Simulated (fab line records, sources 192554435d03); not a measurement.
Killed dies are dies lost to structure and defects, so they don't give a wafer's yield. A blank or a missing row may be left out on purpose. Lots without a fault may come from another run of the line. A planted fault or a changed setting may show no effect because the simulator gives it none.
fab line records | flow n5_finfet | part 1 of 2: steps 1 to 26 of 32
record lots=5 wafers=15 last_day=16
route steps=1938 shown WELL_APT@39 PMOS_HMC_CHANNEL_EPI@57
lots that met no fault: from a run of the same line without faults
start_h: hours from the record's first day to the start of the lot's first wafer shown | wait_h: hours since the lot's step before | " the same as in the row above | L1.1+2: a row that stands for several wafers | - no value, or no start given | * or withheld: withheld | < > ~ a bound
route shown NAME@n: a module of which the file shows steps, and the number in the route of the first | usual: mean/standard deviation of fault-free wafers | same: alike in all rows | chamber/n: place in a boat | sites: the reading at each site | _std_site: their standard deviation | _edge_site: outer sites' mean less inner sites' | radius_mm: how far each site lies from the wafer's centre | mask NAME#n: copy n | behind: the tool/chamber that last shaped the wafer | hold: why the lot was held/for how many hours/how that ended | device: the transistor (n, p or np) that didn't switch | end of line: the same wafers' tests at the end of the route | a step without rows: its recipe alone | killed: dies lost to structure and defects at the first sort, not the wafer's yield | map: a wafer's dies, x killed, . not, _ none there
set.NAME: the setting as run; set.NAME@STEP: as run at that earlier step | model.NAME: the simulator's own value behind a step, which no gauge read
lots at some steps of the route; a table a step, a row a wafer
services: from which hour (start_h, from the record's first day; less than 0 if before it) a tool's chamber was out of use, for how many hours, and why
## steps
# step N5_WELL_APT_EXPOSE_22
# recipe mask_id=PWELL na=0.8 source_shape=conventional sigma_outer=0.8 polarization=unpolarized defocus_nm=0 target_cd_nm=200 dose_mj=23.2
# usual stage_vel_mm_s=499.97/0.24
# same na=0.8
# columns lot.wafer tool chamber start_h wait_h mask stage_vel_mm_s
L076.1 krf_scanner-01 0 26.97 - PWELL#0 500.02
L076.2 " 0 " " PWELL#0 499.86
L076.5 " 0 " " PWELL#0 500.07
L081.3 krf_scanner-02 0 57.84 - PWELL#0 499.77
L081.4 " 0 " " PWELL#0 499.90
L081.6 " 0 " " PWELL#0 499.85
L086.1 krf_scanner-02 0 86.54 - PWELL#0 499.78
L086.3 " 0 " " PWELL#0 500.01
L086.4 " 0 " " PWELL#0 499.94
L087.2 krf_scanner-01 0 94.54 - PWELL#0 500.15
L087.3 " 0 " " PWELL#0 500.13
L087.6 " 0 " " PWELL#0 500.06
L093.1 krf_scanner-01 0 128.77 - PWELL#0 499.53
L093.3 " 0 " " PWELL#0 499.86
L093.6 " 0 " " PWELL#0 500.08
# step N5_WELL_APT_PEB_23
# recipe peb_temp_c=130 peb_time_s=90
# usual heater_power_total_W=172.4/0.78 plate_temp_C=129.97/0.14
# columns lot.wafer tool chamber start_h wait_h heater_power_total_W plate_temp_C
L076.1 litho_track-05 0 27.02 0.1 172.9 129.86
L076.2 " 0 " " 172.6 129.69
L076.5 " 0 " " 171.3 129.86
L081.3 litho_track-02 0 57.89 0.0 172.5 130.09
L081.4 " 0 " " 172.0 130.00
L081.6 " 0 " " 171.2 130.25
L086.1 litho_track-03 0 86.60 0.1 172.8 129.93
L086.3 " 0 " " 173.7 129.88
L086.4 " 0 " " 172.2 129.92
L087.2 litho_track-03 0 94.59 0.0 172.9 129.96
L087.3 " 0 " " 170.8 129.84
L087.6 " 0 " " 173.2 129.96
L093.1 litho_track-02 0 128.83 0.1 173.1 129.79
L093.3 " 0 " " 172.5 129.92
L093.6 " 0 " " 172.3 129.62
# step N5_WELL_APT_DEVELOP_24
# recipe develop_time_s=45 rinse_liquid=surfactant_rinse dry=air_spin dev_temp_c=21
# same develop_time_s=45
# columns lot.wafer tool chamber start_h wait_h
L076.1+2+5 litho_track-05 0 - -
L081.3+4+6 litho_track-02 0 - -
L086.1+3+4 litho_track-03 0 - -
L087.2+3+6 litho_track-03 0 - -
L093.1+3+6 litho_track-02 0 - -
# step N5_WELL_APT_HARDBAKE_29
# recipe temp_c=130 time_s=120
# usual heater_power_total_W=148.1/0.89 plate_temp_C=129.99/0.14
# columns lot.wafer tool chamber start_h wait_h heater_power_total_W plate_temp_C
L076.1 litho_track-05 0 - - 148.9 130.19
L076.2 " 0 " " 148.8 130.28
L076.5 " 0 " " 148.9 130.08
L081.3 litho_track-02 0 - - 147.4 129.77
L081.4 " 0 " " 149.2 129.89
L081.6 " 0 " " 148.0 129.75
L086.1 litho_track-03 0 - - 147.5 130.04
L086.3 " 0 " " 147.2 130.15
L086.4 " 0 " " 146.3 130.18
L087.2 litho_track-03 0 - - 147.4 129.70
L087.3 " 0 " " 149.3 129.95
L087.6 " 0 " " 146.7 129.86
L093.1 litho_track-02 0 - - 147.5 130.01
L093.3 " 0 " " 149.0 130.05
L093.6 " 0 " " 149.1 130.20
# step N5_WELL_APT_CD_MEAS_25
# recipe target_cd_nm=200 landing_energy_ev=500 detector=se_inlens
# usual cd_nm=198.9/2.4
# columns lot.wafer tool chamber start_h wait_h cd_nm
L076.1 cd_sem-03 0 27.14 - 201.3
L076.2 " 0 " " 202.9
L076.5 " 0 " " 199.1
L081.3 cd_sem-03 0 58.01 - 192.4
L081.4 " 0 " " 197.7
L081.6 " 0 " " 194.4
L086.1 cd_sem-02 0 86.72 - 200.0
L086.3 " 0 " " 197.0
L086.4 " 0 " " 198.4
L087.2 cd_sem-01 0 94.70 - 196.1
L087.3 " 0 " " 202.1
L087.6 " 0 " " 199.7
L093.1 cd_sem-02 0 128.94 - 199.9
L093.3 " 0 " " 196.6
L093.6 " 0 " " 199.6
# step N5_WELL_APT_OVL_MEAS_26
# recipe points_per_wafer=44
# usual PWELL_OVL=-2/6.3
# columns lot.wafer tool chamber start_h wait_h PWELL_OVL[nm]
L076.1 overlay-01 0 27.17 0.0 2
L076.2 " 0 " " 0
L076.5 " 0 " " 0
L081.3 overlay-02 0 58.03 0.0 -3
L081.4 " 0 " " -8
L081.6 " 0 " " -2
L086.1 overlay-02 0 86.75 0.0 15
L086.3 " 0 " " 5
L086.4 " 0 " " 8
L087.2 overlay-02 0 94.73 0.0 6
L087.3 " 0 " " 0
L087.6 " 0 " " 11
L093.1 overlay-02 0 128.97 0.0 1
L093.3 " 0 " " -1
L093.6 " 0 " " -3
# step N5_WELL_APT_INSPECT_27
# recipe mode=adi inspect_instrument=macro
# usual raw_defect_count=2.1/1.4
# columns lot.wafer tool chamber start_h wait_h raw_defect_count
L076.1 defect_inspect-02 - 27.19 0.0 2
L076.2 " - " " 2
L076.5 " - " " 1
L081.3 defect_inspect-02 - 58.06 0.0 2
L081.4 " - " " 2
L081.6 " - " " 2
L086.1 defect_inspect-02 - 86.77 0.0 1
L086.3 " - " " 2
L086.4 " - " " 1
L087.2 defect_inspect-01 - 94.76 0.0 5
L087.3 " - " " 2
L087.6 " - " " 3
L093.1 defect_inspect-01 - 129.00 0.0 0
L093.3 " - " " 5
L093.6 " - " " 2
# step N5_WELL_APT_DESCUM_30
# recipe chemistry=O2 time_s=7.9 source_power_w=50 bias_power_w=20 pressure_mtorr=20 rf_frequency_hz=2.712e+07 temp_c=40 o2_flow_sccm=225
# usual drypump_motor_current_A=5.7/0.32 oes_product_au=0.80/0.086 rf_vpp_V=243.4/1.2 showerhead_plenum_p_Torr=2.10/0.057 throttle_valve_pct=20.3/0.3
# columns lot.wafer tool chamber start_h wait_h drypump_motor_current_A oes_product_au rf_hours_counter_h rf_vpp_V showerhead_plenum_p_Torr throttle_valve_pct
L076.1 rie_diel-04 2 27.39 0.2 5.5 0.77 137 245.8 2.14 19.9
L076.2 " 3 " " 6.2 0.88 22 242.9 2.05 20.2
L076.5 " 1 " " 5.4 0.74 - 243.9 2.10 20.3
L081.3 rie_diel-01 1 58.64 0.6 5.5 0.77 151 243.7 2.19 20.8
L081.4 " 2 " " 5.8 0.71 198 241.9 1.98 20.7
L081.6 " 2 " " 5.9 0.70 - 240.2 1.98 20.7
L086.1 rie_diel-06 0 86.80 0.0 5.5 0.87 20 242.0 2.03 19.7
L086.3 " 2 " " 5.6 0.86 50 242.8 2.11 20.4
L086.4 " 3 " " 6.0 0.86 65 244.3 2.12 20.2
L087.2 rie_diel-04 3 94.79 0.0 6.1 0.83 52 243.7 2.04 20.2
L087.3 " 2 " " 5.5 0.72 166 244.6 2.13 19.9
L087.6 " 3 " " 6.2 0.84 - 242.7 2.04 20.2
L093.1 rie_diel-06 1 129.03 0.0 5.9 0.68 232 244.5 2.13 20.5
L093.3 " 3 " " 6.1 0.84 81 244.1 2.11 20.2
L093.6 " 1 " " 5.9 0.67 - 245.1 2.13 20.5
# step N5_WELL_APT_IMPLANT_31
# recipe species=B energy_kev=60 dose_cm2=1.5e+13 tilt_deg=0 rotation_deg=0
# columns lot.wafer tool chamber start_h wait_h
L076.1+2+5 implanter-01 0 27.49 0.1
L081.3+4+6 implanter-02 0 58.79 0.1
L086.1+3+4 implanter-01 0 86.90 0.1
L087.2+3+6 implanter-01 0 94.92 0.1
L093.1+3+6 implanter-02 0 129.13 0.1
# step N5_WELL_APT_IMPLANT_32
# recipe species=BF2 energy_kev=50 dose_cm2=2e+13 tilt_deg=0 rotation_deg=0
# columns lot.wafer tool chamber start_h wait_h
L076.1+2+5 implanter-01 0 27.67 0.1
L081.3+4+6 implanter-02 0 58.97 0.1
L086.1+3+4 implanter-01 0 87.08 0.1
L087.2+3+6 implanter-01 0 95.10 0.1
L093.1+3+6 implanter-02 0 129.31 0.1
# step N5_WELL_APT_STRIP_33
# recipe chemistry=SPM time_s=900 temp_c=130 h2so4_h2o2_vol_ratio=4 dry=ipa_marangoni
# columns lot.wafer tool chamber start_h wait_h
L076.1+2+5 wet_bench-06 7,3,0 27.88 0.2
L081.3+4+6 wet_bench-06 4,5,0 59.12 0.1
L086.1+3+4 wet_bench-04 0,3,4 87.30 0.2
L087.2+3+6 wet_bench-04 1,3,2 95.28 0.1
L093.1+3+6 wet_bench-03 7,4,2 129.52 0.2
# step N5_WELL_APT_RTA_34
# recipe temp_c=1000 time_s=10 ambient=N2 idle_temp_c=600 ramp_up_c_per_s=150 ramp_down_c_per_s=60 cool_to_c=600
# usual lamp_power_pct=13.01/0.055 lamp_zone_3_pct=12.997/0.026 wafer_temp_C_max=1003.7/1
# columns lot.wafer tool chamber start_h wait_h lamp_power_pct lamp_zone_3_pct wafer_temp_C_max
L076.1 rtp_anneal-02 0 28.16 0.0 12.94 12.936 1004.7
L076.2 " 0 " " 12.95 13.018 1004.0
L076.5 " 0 " " 12.98 12.990 1005.9
L081.3 rtp_anneal-02 0 59.44 0.1 13.02 12.971 1003.3
L081.4 " 0 " " 13.05 12.961 1004.0
L081.6 " 0 " " 12.94 12.996 1005.4
L086.1 rtp_anneal-02 0 87.59 0.0 13.06 12.998 1004.0
L086.3 " 0 " " 12.96 12.966 1004.2
L086.4 " 0 " " 12.99 12.976 1002.0
L087.2 rtp_anneal-01 0 95.57 0.0 13.10 12.945 1002.9
L087.3 " 0 " " 13.06 12.961 1005.4
L087.6 " 0 " " 13.00 12.954 1003.5
L093.1 rtp_anneal-02 0 129.89 0.1 13.04 12.988 1003.1
L093.3 " 0 " " 12.97 13.000 1003.4
L093.6 " 0 " " 13.10 13.041 1002.1
# step N5_WELL_APT_OXIDE_STRIP_42
# recipe chemistry=dHF dilution=25:1 time_s=45 temp_c=25 target=SiO2 target_depth_a=120
# columns lot.wafer tool chamber start_h wait_h
L076.1+2+5 wet_bench-06 2,6,5 28.32 0.1
L081.3+4+6 wet_bench-04 4,0,5 59.56 0.1
L086.1+3+4 wet_bench-06 6,7,0 87.74 0.1
L087.2+3+6 wet_bench-04 3,0,5 95.70 0.1
L093.1+3+6 wet_bench-03 5,2,4 130.04 0.1
# step N5_WELL_APT_PRECLEAN_36
# recipe chemistry=O3/DIW time_s=45 temp_c=22 o3_ppm=10
# columns lot.wafer tool chamber start_h wait_h
L076.1+2+5 wet_bench-06 2,6,5 28.33 0.0
L081.3+4+6 wet_bench-04 4,0,5 59.57 0.0
L086.1+3+4 wet_bench-06 6,7,0 87.75 0.0
L087.2+3+6 wet_bench-04 3,0,5 95.71 0.0
L093.1+3+6 wet_bench-03 5,2,4 130.05 0.0
# step N5_WELL_APT_PRECLEAN_39
# recipe chemistry=dHF time_s=60 dilution=150:1 temp_c=25
# columns lot.wafer tool chamber start_h wait_h
L076.1+2+5 wet_bench-06 2,6,5 28.34 0.0
L081.3+4+6 wet_bench-04 4,0,5 59.58 0.0
L086.1+3+4 wet_bench-06 6,7,0 87.77 0.0
L087.2+3+6 wet_bench-04 3,0,5 95.72 0.0
L093.1+3+6 wet_bench-03 5,2,4 130.07 0.0
# step N5_WELL_APT_SRD_37
# recipe dry=ipa_marangoni do_ppb=5 time_s=30 temp_c=23 rinse_liquid=diw
# columns lot.wafer tool chamber start_h wait_h
L076.1+2+5 wet_bench-06 2,6,5 28.36 0.0
L081.3+4+6 wet_bench-04 4,0,5 59.60 0.0
L086.1+3+4 wet_bench-06 6,7,0 87.79 0.0
L087.2+3+6 wet_bench-04 3,0,5 95.74 0.0
L093.1+3+6 wet_bench-03 5,2,4 130.08 0.0
# step N5_WELL_APT_EPI_41
# recipe material=Si target_thk_a=500 temp_c=650 precursor=SiH4/H2 pressure_torr=20 time_s=297.7
# usual throttle_valve_pct=10.86/0.28
# columns lot.wafer tool chamber start_h wait_h throttle_valve_pct
L076.1 epi_rpcvd-03 0 28.41 0.0 10.27
L076.2 " 0 " " 10.48
L076.5 " 0 " " 10.23
L081.3 epi_rpcvd-04 0 59.85 0.2 11.22
L081.4 " 0 " " 11.31
L081.6 " 0 " " 11.41
L086.1 epi_rpcvd-03 0 87.84 0.0 10.67
L086.3 " 0 " " 10.16
L086.4 " 0 " " 10.58
L087.2 epi_rpcvd-04 0 95.89 0.1 10.84
L087.3 " 0 " " 11.28
L087.6 " 0 " " 11.39
L093.1 epi_rpcvd-04 0 130.13 0.0 11.11
L093.3 " 0 " " 11.25
L093.6 " 0 " " 11.22
# step N5_WELL_APT_INSPECT_38
# recipe inspect_instrument=darkfield mode=post_epi
# usual raw_defect_count=14/5.5
# columns lot.wafer tool chamber start_h wait_h raw_defect_count
L076.1 defect_inspect-02 - 29.06 0.6 15
L076.2 " - " " 13
L076.5 " - " " 26
L081.3 defect_inspect-02 - 60.29 0.3 6
L081.4 " - " " 7
L081.6 " - " " 7
L086.1 defect_inspect-01 - 88.47 0.5 5
L086.3 " - " " 13
L086.4 " - " " 14
L087.2 defect_inspect-02 - 96.43 0.4 11
L087.3 " - " " 11
L087.6 " - " " 13
L093.1 defect_inspect-01 - 130.77 0.5 14
L093.3 " - " " 20
L093.6 " - " " 19
# step N5_PMOS_HMC_CHANNEL_EPI_HM_DEP_34
# recipe material=SiO2 target_thk_a=360 temp_c=400 precursor=TEOS/O2 pressure_torr=6.5 rf_w=900 teos_flow_sccm=161.4 gas=O2 flow_sccm=2650 time_s=6.9
# usual heater_power_w=601/110 showerhead_plenum_p_Torr=8.35/0.057 throttle_valve_pct=18.2/1
# columns lot.wafer tool chamber start_h wait_h heater_power_w showerhead_plenum_p_Torr since_wet_clean_h throttle_valve_pct
L076.1 pecvd-03 0 29.12 0.1 535 8.38 105 17.3
L076.2 " 2 " " 385 8.38 158 17.0
L076.5 " 2 " " 384 8.36 - 17.3
L081.3 pecvd-01 1 60.32 0.0 815 8.28 1489 18.3
L081.4 " 2 " " 611 8.24 - 16.9
L081.6 " 1 " " 851 8.25 - 17.8
L086.1 pecvd-01 2 88.51 0.0 662 8.24 38 16.5
L086.3 " 1 " " 839 8.28 1517 18.1
L086.4 " 0 " " 539 8.42 - 18.7
L087.2 pecvd-03 1 96.46 0.0 768 8.42 1707 18.9
L087.3 " 2 " " 456 8.36 225 17.2
L087.6 " 1 " " 767 8.40 - 19.0
L093.1 pecvd-02 2 130.80 0.0 567 8.35 2103 18.4
L093.3 " 0 " " 535 8.33 653 19.7
L093.6 " 1 " " 545 8.31 - 19.5
# step N5_PMOS_HMC_CHANNEL_EPI_COAT_31
# recipe resist=BARC temp_c=205 time_s=60 spin_rpm=1500 resist_thk_nm=66
# usual dispense_pressure_kPa=50.0/2 heater_power_total_W=391.8/1.2 plate_temp_C=205.02/0.17
# columns lot.wafer tool chamber start_h wait_h dispense_pressure_kPa heater_power_total_W plate_temp_C
L076.1 litho_track-03 0 29.19 0.1 50.5 389.8 205.05
L076.2 " 0 " " 50.5 391.8 204.94
L076.5 " 0 " " 50.5 390.2 204.92
L081.3 litho_track-01 0 60.38 0.0 52.7 392.5 205.05
L081.4 " 0 " " 52.7 393.4 204.98
L081.6 " 0 " " 52.7 393.2 205.23
L086.1 litho_track-01 0 88.57 0.0 52.6 389.6 204.90
L086.3 " 0 " " 52.6 390.9 205.15
L086.4 " 0 " " 52.6 392.7 205.27
L087.2 litho_track-01 0 96.52 0.0 52.6 393.6 205.40
L087.3 " 0 " " 52.6 392.1 205.18
L087.6 " 0 " " 52.6 392.0 205.37
L093.1 litho_track-04 0 130.86 0.0 47.9 390.1 205.18
L093.3 " 0 " " 47.9 391.1 205.09
L093.6 " 0 " " 47.9 390.4 204.96
# step N5_PMOS_HMC_CHANNEL_EPI_COAT_03
# recipe resist=CAR-ArF-block spin_rpm=1500 resist_thk_nm=205
# usual dispense_pressure_kPa=50.0/2
# columns lot.wafer tool chamber start_h wait_h dispense_pressure_kPa
L076.1 litho_track-03 0 - - 50.5
L076.2 " 0 " " 50.5
L076.5 " 0 " " 50.5
L081.3 litho_track-01 0 - - 52.6
L081.4 " 0 " " 52.6
L081.6 " 0 " " 52.6
L086.1 litho_track-01 0 - - 52.5
L086.3 " 0 " " 52.6
L086.4 " 0 " " 52.6
L087.2 litho_track-01 0 - - 52.6
L087.3 " 0 " " 52.6
L087.6 " 0 " " 52.6
L093.1 litho_track-04 0 - - 47.9
L093.3 " 0 " " 47.9
L093.6 " 0 " " 47.9
# step N5_PMOS_HMC_CHANNEL_EPI_EBR_05
# recipe solvent=PGMEA ebr_width_mm=1.5
# columns lot.wafer tool chamber start_h wait_h
L076.1+2+5 litho_track-03 0 - -
L081.3+4+6 litho_track-01 0 - -
L086.1+3+4 litho_track-01 0 - -
L087.2+3+6 litho_track-01 0 - -
L093.1+3+6 litho_track-04 0 - -
# step N5_PMOS_HMC_CHANNEL_EPI_SOFTBAKE_04
# recipe temp_c=110 time_s=60 resist=CAR-ArF-block
# usual heater_power_total_W=175.3/1.6 plate_temp_C=109.98/0.14
# columns lot.wafer tool chamber start_h wait_h heater_power_total_W plate_temp_C
L076.1 litho_track-03 0 - - 175.4 109.96
L076.2 " 0 " " 177.3 110.03
L076.5 " 0 " " 173.4 110.06
L081.3 litho_track-01 0 - - 173.6 109.88
L081.4 " 0 " " 176.3 109.77
L081.6 " 0 " " 172.9 109.92
L086.1 litho_track-01 0 - - 173.4 110.20
L086.3 " 0 " " 176.2 110.17
L086.4 " 0 " " 176.8 110.13
L087.2 litho_track-01 0 - - 175.5 110.16
L087.3 " 0 " " 177.2 109.90
L087.6 " 0 " " 177.3 110.09
L093.1 litho_track-04 0 - - 174.6 109.91
L093.3 " 0 " " 175.8 110.13
L093.6 " 0 " " 173.6 109.90
# step N5_PMOS_HMC_CHANNEL_EPI_EXPOSE_06
# recipe mask_id=PMOS_HMC_BLK na=1.35 source_shape=conventional sigma_outer=0.8 polarization=unpolarized target_cd_nm=240 dose_mj=41
# usual stage_vel_mm_s=500.00/0.24
# same na=1.35
# columns lot.wafer tool chamber start_h wait_h mask stage_vel_mm_s
L076.1 arfi_scanner-02 0 29.29 - PMOS_HMC_BLK#0 500.59
L076.2 " 0 " " PMOS_HMC_BLK#0 500.35
L076.5 " 0 " " PMOS_HMC_BLK#0 500.60
L081.3 arfi_scanner-03 0 60.61 - PMOS_HMC_BLK#0 500.13
L081.4 " 0 " " PMOS_HMC_BLK#0 500.09
L081.6 " 0 " " PMOS_HMC_BLK#0 500.38
L086.1 arfi_scanner-01 0 88.79 - PMOS_HMC_BLK#0 500.03
L086.3 " 0 " " PMOS_HMC_BLK#0 499.88
L086.4 " 0 " " PMOS_HMC_BLK#0 499.66
L087.2 arfi_scanner-01 0 96.62 - PMOS_HMC_BLK#0 499.92
L087.3 " 0 " " PMOS_HMC_BLK#0 500.23
L087.6 " 0 " " PMOS_HMC_BLK#0 499.76
L093.1 arfi_scanner-02 0 131.08 - PMOS_HMC_BLK#0 500.21
L093.3 " 0 " " PMOS_HMC_BLK#0 499.92
L093.6 " 0 " " PMOS_HMC_BLK#0 500.04
# step N5_PMOS_HMC_CHANNEL_EPI_PEB_07
# recipe peb_temp_c=110 peb_time_s=60 resist=CAR-ArF-block
# usual heater_power_total_W=175.3/1.6 plate_temp_C=110.01/0.14
# columns lot.wafer tool chamber start_h wait_h heater_power_total_W plate_temp_C
L076.1 litho_track-01 0 29.34 0.1 174.9 109.97
L076.2 " 0 " " 176.9 109.81
L076.5 " 0 " " 174.1 109.86
L081.3 litho_track-04 0 60.66 0.0 175.0 109.98
L081.4 " 0 " " 176.1 109.82
L081.6 " 0 " " 175.8 109.91
L086.1 litho_track-03 0 88.85 0.1 176.8 110.01
L086.3 " 0 " " 176.5 109.95
L086.4 " 0 " " 177.5 110.01
L087.2 litho_track-04 0 96.68 0.0 176.8 110.01
L087.3 " 0 " " 174.1 109.88
L087.6 " 0 " " 172.9 110.11
L093.1 litho_track-01 0 131.14 0.1 174.4 110.10
L093.3 " 0 " " 173.4 110.27
L093.6 " 0 " " 177.3 110.14
# step N5_PMOS_HMC_CHANNEL_EPI_DEVELOP_08
# recipe develop_time_s=30 developer=TMAH resist=CAR-ArF-block dev_temp_c=23 rinse_liquid=diw dry=air_spin
# same develop_time_s=30
# columns lot.wafer tool chamber start_h wait_h
L076.1+2+5 litho_track-01 0 - -
L081.3+4+6 litho_track-04 0 - -
L086.1+3+4 litho_track-03 0 - -
L087.2+3+6 litho_track-04 0 - -
L093.1+3+6 litho_track-01 0 - -
